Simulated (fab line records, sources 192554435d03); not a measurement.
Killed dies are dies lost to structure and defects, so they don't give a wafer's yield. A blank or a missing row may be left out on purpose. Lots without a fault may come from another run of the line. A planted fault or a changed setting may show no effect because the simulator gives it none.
Chamber matching | flow n5_finfet | N5_DUMMY_GATE_ETCH_36 on rie_diel-06: 4 sister chambers
The step etches SiARC in CF4, target depth 13 nm. 4 wafers are shown with their chamber, then 9 later ones without.

WAFERS WITH THEIR CHAMBER
wafer  | chamber | showerhead_plenum_p_Torr (Torr)
L078.1 | 2       | 2.19
L087.1 | 3       | 2.06
L087.2 | 1       | 2.13
L087.5 | 0       | 1.99

WAFERS WITHOUT THEIR CHAMBER
wafer  | showerhead_plenum_p_Torr (Torr)
L091.1 | 2.19
L091.2 | 2.05
L091.6 | 2.19
L094.1 | 2.05
L094.2 | 2.12
L094.5 | 2.19
L097.2 | 2.18
L097.3 | 2.05
L097.6 | 2.18

WHICH CHAMBER EACH WENT THROUGH
wafer  | from the rows above | in truth
L091.1 | 2                   | 2
L091.2 | 3                   | 3
L091.6 | 2                   | 2
L094.1 | 3                   | 3
L094.2 | 1                   | 1
L094.5 | 2                   | 2
L097.2 | 2                   | 2
L097.3 | 3                   | 3
L097.6 | 2                   | 2
Placed correctly: 9 of 9. Can't be placed from these rows: 0. Placed wrongly: 0.
How it was worked out, from the rows above alone: a wafer's distance from a chamber is the root of the sum, over the readings, of the square of ((its reading less the chamber's mean) divided by the reading's scatter). The wafer belongs to the nearest chamber; if the next one is less than 2 further off, it can't be placed. A chamber's mean is the mean of its shown wafers. The scatter: with one shown wafer a chamber, the root of the mean of the squares of how far each hidden wafer lies from its nearest shown one.
